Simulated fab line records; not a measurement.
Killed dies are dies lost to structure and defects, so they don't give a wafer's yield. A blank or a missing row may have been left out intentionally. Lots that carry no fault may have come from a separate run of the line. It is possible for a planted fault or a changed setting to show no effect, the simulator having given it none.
Chamber matching / flow n5 finfet / 4 sister chambers for N5_ILD0_CMP_07 on cmp-01
The step polishes SiO2 flowable, stops on poly-Si, t overpolish 1.18 s, target thk 138.88 nm. 22 wafers are shown with their chamber, then 11 later ones without.

EACH WAFER AND ITS CHAMBER
wafer=L074.2; chamber=1; motor current A (A)=13.1
wafer=L074.5; chamber=3; motor current A (A)=12.9
wafer=L074.6; chamber=0; motor current A (A)=10.8
wafer=L075.2; chamber=1; motor current A (A)=13.2
wafer=L075.5; chamber=1; motor current A (A)=13.8
wafer=L075.6; chamber=0; motor current A (A)=11.3
wafer=L077.1; chamber=3; motor current A (A)=13.1
wafer=L077.4; chamber=1; motor current A (A)=13.0
wafer=L077.5; chamber=0; motor current A (A)=10.8
wafer=L082.1; chamber=1; motor current A (A)=12.4
wafer=L082.4; chamber=2; motor current A (A)=14.0
wafer=L082.5; chamber=2; motor current A (A)=13.5
wafer=L086.3; chamber=1; motor current A (A)=12.7
wafer=L086.4; chamber=3; motor current A (A)=13.6
wafer=L086.6; chamber=1; motor current A (A)=13.4
wafer=L087.1; chamber=0; motor current A (A)=10.8
wafer=L087.4; chamber=1; motor current A (A)=11.6
wafer=L087.6; chamber=1; motor current A (A)=13.2
wafer=L089.2; chamber=2; motor current A (A)=13.3
wafer=L089.4; chamber=1; motor current A (A)=13.1
wafer=L089.6; chamber=3; motor current A (A)=13.2
wafer=L090.2; chamber=3; motor current A (A)=13.0

SIGNATURES (averages over the wafers above)
reading=motor current A; chamber 0=10.925; chamber 1=12.950; chamber 2=13.600; chamber 3=13.160; scatter within a chamber=0.473
Rule: a wafer's distance from a chamber is the root of the sum, over the readings, of the square of ((its reading less the chamber's mean) divided by the reading's scatter). If the next closest chamber is less than 2 further off than the closest, the wafer can't be placed; otherwise it belongs to the closest. The scatter: the root of (the sum of the squares of (reading less its chamber's mean) over the shown wafers, divided by (wafers less chambers)).

WAFERS WITHOUT THEIR CHAMBER
wafer=L090.3; motor current A (A)=11.6
wafer=L090.6; motor current A (A)=10.8
wafer=L091.1; motor current A (A)=13.2
wafer=L091.3; motor current A (A)=11.3
wafer=L091.6; motor current A (A)=13.0
wafer=L094.1; motor current A (A)=13.0
wafer=L094.4; motor current A (A)=12.8
wafer=L094.5; motor current A (A)=13.5
wafer=L096.2; motor current A (A)=12.9
wafer=L096.3; motor current A (A)=13.9
wafer=L096.5; motor current A (A)=10.4

CHAMBER TAKEN BY EACH
wafer=L090.3; from the rows above=can't be placed: 0 or 1 or 3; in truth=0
wafer=L090.6; from the rows above=0; in truth=0
wafer=L091.1; from the rows above=can't be placed: 3 or 1 or 2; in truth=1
wafer=L091.3; from the rows above=0; in truth=0
wafer=L091.6; from the rows above=can't be placed: 1 or 3 or 2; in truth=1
wafer=L094.1; from the rows above=can't be placed: 1 or 3 or 2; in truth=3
wafer=L094.4; from the rows above=can't be placed: 1 or 3 or 2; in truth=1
wafer=L094.5; from the rows above=can't be placed: 2 or 3 or 1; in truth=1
wafer=L096.2; from the rows above=can't be placed: 1 or 3 or 2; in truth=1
wafer=L096.3; from the rows above=can't be placed: 2 or 3 or 1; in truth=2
wafer=L096.5; from the rows above=0; in truth=0
Correct placement for 3 of the 11. Cannot be placed on the basis of these rows: 8; the candidates contain the true chamber in 8. 0 placed wrongly.
